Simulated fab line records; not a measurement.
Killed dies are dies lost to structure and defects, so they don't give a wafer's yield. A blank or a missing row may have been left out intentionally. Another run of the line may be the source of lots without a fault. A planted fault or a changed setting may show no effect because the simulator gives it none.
Split-lot trial :: flow n5_finfet :: 7 lots, 21 wafers read, on a route of 1938 steps

== ABOUT THE SPLIT ==
At N5_BEOL_M15_EXPOSE_07 (exposes mask V14), the setting dose_mj was moved away from the recipe's 41.25 on 5 of the 21 wafers read, by -7.4% to +6.2%. The other wafers ran this setting at the recipe's value.

== FROM THE SPLIT TO THE READING: what the file shows between them, 6 steps ==
- N5_BEOL_M15_PEB_08: peb time 90 s
- N5_BEOL_M15_DEVELOP_09: develop time 45 s
- N5_BEOL_M15_HARDBAKE_14: time 120 s
- N5_BEOL_M15_CD_MEAS_10: target cd 360 nm
- N5_BEOL_M15_STRIP_65: strips in post etch residue remover, time 60 s
- N5_BEOL_M15_SRD_66: time 30 s, dry time 30 s

== THE READING ==
cd_nm at N5_BEOL_M15_CD_MEAS_17, given in nm (cd target 360 nm). On this fab line, fault-free wafers typically give 362.5 nm with a standard deviation of 1.9 nm.

wafer: L075.1
tool, chamber at the split: krf_scanner-02, 0
dose_mj as run: 43.81
against the recipe: +6.2%
cd_nm, nm: 372.1
against lot-mates on the recipe: +9.5

wafer: L075.3
tool, chamber at the split: krf_scanner-02, 0
dose_mj as run: 41.25
against the recipe: recipe
cd_nm, nm: 363.3
against lot-mates on the recipe: -

wafer: L075.6
tool, chamber at the split: krf_scanner-02, 0
dose_mj as run: 41.25
against the recipe: recipe
cd_nm, nm: 362.0
against lot-mates on the recipe: -

wafer: L077.1
tool, chamber at the split: krf_scanner-01, 0
dose_mj as run: 41.25
against the recipe: recipe
cd_nm, nm: 365.4
against lot-mates on the recipe: -

wafer: L077.2
tool, chamber at the split: krf_scanner-01, 0
dose_mj as run: 41.25
against the recipe: recipe
cd_nm, nm: 363.2
against lot-mates on the recipe: -

wafer: L077.5
tool, chamber at the split: krf_scanner-01, 0
dose_mj as run: 42.92
against the recipe: +4.0%
cd_nm, nm: 371.1
against lot-mates on the recipe: +6.8

wafer: L080.4
tool, chamber at the split: krf_scanner-02, 0
dose_mj as run: 41.25
against the recipe: recipe
cd_nm, nm: 364.2
against lot-mates on the recipe: -

wafer: L080.5
tool, chamber at the split: krf_scanner-02, 0
dose_mj as run: 41.25
against the recipe: recipe
cd_nm, nm: 364.6
against lot-mates on the recipe: -

wafer: L080.6
tool, chamber at the split: krf_scanner-02, 0
dose_mj as run: 41.25
against the recipe: recipe
cd_nm, nm: 362.9
against lot-mates on the recipe: -

wafer: L082.1
tool, chamber at the split: krf_scanner-02, 0
dose_mj as run: 38.21
against the recipe: -7.4%
cd_nm, nm: 351.4
against lot-mates on the recipe: -11.4

wafer: L082.2
tool, chamber at the split: krf_scanner-02, 0
dose_mj as run: 38.21
against the recipe: -7.4%
cd_nm, nm: 352.4
against lot-mates on the recipe: -10.4

wafer: L082.4
tool, chamber at the split: krf_scanner-02, 0
dose_mj as run: 41.25
against the recipe: recipe
cd_nm, nm: 362.8
against lot-mates on the recipe: -

wafer: L083.1
tool, chamber at the split: krf_scanner-01, 0
dose_mj as run: 41.25
against the recipe: recipe
cd_nm, nm: 359.5
against lot-mates on the recipe: -

wafer: L083.4
tool, chamber at the split: krf_scanner-01, 0
dose_mj as run: 41.25
against the recipe: recipe
cd_nm, nm: 361.2
against lot-mates on the recipe: -

wafer: L083.6
tool, chamber at the split: krf_scanner-01, 0
dose_mj as run: 39.39
against the recipe: -4.5%
cd_nm, nm: 354.9
against lot-mates on the recipe: -5.5

wafer: L093.1
tool, chamber at the split: krf_scanner-01, 0
dose_mj as run: 41.25
against the recipe: recipe
cd_nm, nm: 362.7
against lot-mates on the recipe: -

wafer: L093.3
tool, chamber at the split: krf_scanner-01, 0
dose_mj as run: 41.25
against the recipe: recipe
cd_nm, nm: 361.8
against lot-mates on the recipe: -

wafer: L093.6
tool, chamber at the split: krf_scanner-01, 0
dose_mj as run: 41.25
against the recipe: recipe
cd_nm, nm: 359.6
against lot-mates on the recipe: -

wafer: L097.2
tool, chamber at the split: krf_scanner-02, 0
dose_mj as run: 41.25
against the recipe: recipe
cd_nm, nm: 362.4
against lot-mates on the recipe: -

wafer: L097.3
tool, chamber at the split: krf_scanner-02, 0
dose_mj as run: 41.25
against the recipe: recipe
cd_nm, nm: 364.1
against lot-mates on the recipe: -

wafer: L097.4
tool, chamber at the split: krf_scanner-02, 0
dose_mj as run: 41.25
against the recipe: recipe
cd_nm, nm: 361.7
against lot-mates on the recipe: -

THE FIT
A straight line over all 21 wafers: cd_nm changes by +1.56 nm for each +1% of dose_mj; r = +0.95; the points scatter about the line by 1.6 nm.
The same after taking each lot's own level away (the mean of its wafers on the recipe; 21 wafers): +1.48 nm for each +1%; r = +0.98; scatter 0.94 nm.
According to that fit, moving dose_mj by its largest amount changes the reading by 11 nm.
From 360.35 to 364.30 nm: that is the span of the lots' own levels, equal to 2.1 times the standard deviation above.
The two slopes agree, so the slope changes little with the lot-to-lot level.
Check: -10.5 nm against its lot-mates is what the line predicts for one of the wafers moved furthest among these (-7.4%) when that wafer is left out of the fit. It came out at -11.4 nm against them.

== OTHER SPLITS APPLIED TO THESE WAFERS ==
These wafers also went through other splits before the reading. Each is held against what the fit with the lots' levels taken away leaves over:
other split on the same wafers: N5_BEOL_M13_TRENCH_ETCH_34 time_s
wafers away from the commonest value: 8
r with cd_nm (lot level and that fit taken away): +0.23

other split on the same wafers: N5_BEOL_M14_ETCH_68 time_s
wafers away from the commonest value: 7
r with cd_nm (lot level and that fit taken away): +0.40

other split on the same wafers: N5_BEOL_M14_DEP_53 time_s
wafers away from the commonest value: 12
r with cd_nm (lot level and that fit taken away): +0.11

== THE WHOLE CHAIN: every reading that the file lists as answering this split, in the file's order ==
step: N5_BEOL_M15_CD_MEAS_10
what it does: target cd 360 nm
reading: cd_nm
change (the file's fit): +1.5 nm for each +1% of the setting
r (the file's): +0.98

step: N5_BEOL_M15_CD_MEAS_17
what it does: target cd 360 nm
reading: cd_nm
change (the file's fit): +1.47 nm for each +1% of the setting
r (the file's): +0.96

== FILE'S OWN FIT ==
cd_nm changes by +1.47 nm for each +1% of dose_mj, r = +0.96.
